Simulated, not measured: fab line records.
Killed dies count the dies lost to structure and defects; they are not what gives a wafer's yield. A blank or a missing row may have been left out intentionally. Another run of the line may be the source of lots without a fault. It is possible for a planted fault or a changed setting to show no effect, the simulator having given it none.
Split-lot experiment | flow n5 finfet | route with 1938 steps; 7 lots, 21 wafers read

== SPLIT DETAILS ==
At N5_BEOL_M3_ETCH_41 (etches SiCN in CH3F/O2, target depth 29.9 nm, time 52.5 s), the setting target depth a was moved away from the recipe's 299 angstrom on 3 of the 21 wafers read, by -10.1% to +10.8%. This setting was run at the recipe's value on the other wafers.

The reading is taken at the split's own step.

== THE READING ==
etch.depth nm (the simulator's own value, which no gauge read), in nm, at N5_BEOL_M3_ETCH_41 (etches SiCN in CH3F/O2, target depth 29.9 nm, time 52.5 s). No usual value for it is given in the file. Average 19.87 nm, standard deviation 0.25 nm, over the 18 wafers here run with the recipe.

wafer  | tool, chamber at the split | target depth a as run, angstrom | against the recipe | etch.depth nm, nm | against lot-mates on the recipe
L075.1 | rie diel-01, 2             | 331.3                           | +10.8%             | 21.65             | +1.63
L075.3 | rie diel-01, 3             | 299                             | recipe             | 19.86             | -
L075.4 | rie diel-01, 1             | 299                             | recipe             | 20.17             | -
L079.1 | rie diel-03, 3             | 299                             | recipe             | 19.79             | -
L079.3 | rie diel-03, 1             | 299                             | recipe             | 19.73             | -
L079.5 | rie diel-03, 3             | 299                             | recipe             | 19.88             | -
L081.2 | rie diel-03, 2             | 299                             | recipe             | 19.92             | -
L081.4 | rie diel-03, 3             | 299                             | recipe             | 19.9              | -
L081.6 | rie diel-03, 3             | 288.4                           | -3.5%              | 19.29             | -0.62
L083.1 | rie diel-02, 3             | 299                             | recipe             | 19.91             | -
L083.4 | rie diel-02, 1             | 299                             | recipe             | 19.96             | -
L083.5 | rie diel-02, 2             | 299                             | recipe             | 19.26             | -
L085.1 | rie diel-03, 3             | 299                             | recipe             | 19.95             | -
L085.2 | rie diel-03, 1             | 299                             | recipe             | 19.79             | -
L085.6 | rie diel-03, 2             | 299                             | recipe             | 19.86             | -
L087.1 | rie diel-01, 3             | 299                             | recipe             | 19.64             | -
L087.2 | rie diel-01, 0             | 299                             | recipe             | 20.41             | -
L087.3 | rie diel-01, 1             | 299                             | recipe             | 20.24             | -
L097.1 | rie diel-03, 0             | 268.8                           | -10.1%             | 17.4              | -2.26
L097.3 | rie diel-03, 3             | 299                             | recipe             | 19.74             | -
L097.5 | rie diel-03, 2             | 299                             | recipe             | 19.58             | -

THE FIT
A straight line over all 21 wafers: etch.depth nm changes by +0.199 nm for each +1% of target depth a; r = +0.93; the points scatter about the line by 0.27 nm.
The same after taking each lot's own level away (the mean of its wafers on the recipe; 21 wafers): +0.184 nm for each +1%; r = +0.94; scatter 0.23 nm.
Per that fit: largest target depth a move, reading shift of 2 nm.
Across the lots, their own levels run from 19.660 to 20.097 nm, a range of 1.8 times the standard deviation given above.
Consequently the slope shifts little with the lot-to-lot level, the two slopes agreeing.
Check: +2.37 nm against its lot-mates is what the line predicts for one of the wafers moved furthest among these (+10.8%) when that wafer is left out of the fit. It came out at +1.63 nm against them.

== THESE WAFERS: OTHER SPLITS ==
Note: prior to the reading, these wafers also went through further splits. Each is held against what the fit with the lots' levels taken away leaves over:
other split on the same wafers   | wafers away from the commonest value | r with etch.depth nm (lot level and that fit taken away)
N5_BEOL_M1_ALD_98 ald cycles     | 8                                    | -0.07
N5_BEOL_M2_ETCH_69 bias w        | 6                                    | -0.09
N5_BEOL_M3_TRENCH_ETCH_37 bias w | 8                                    | +0.12

== THE FILE'S OWN FIT ==
etch.depth nm changes by +0.185 nm for each +1% of target depth a, r = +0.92.
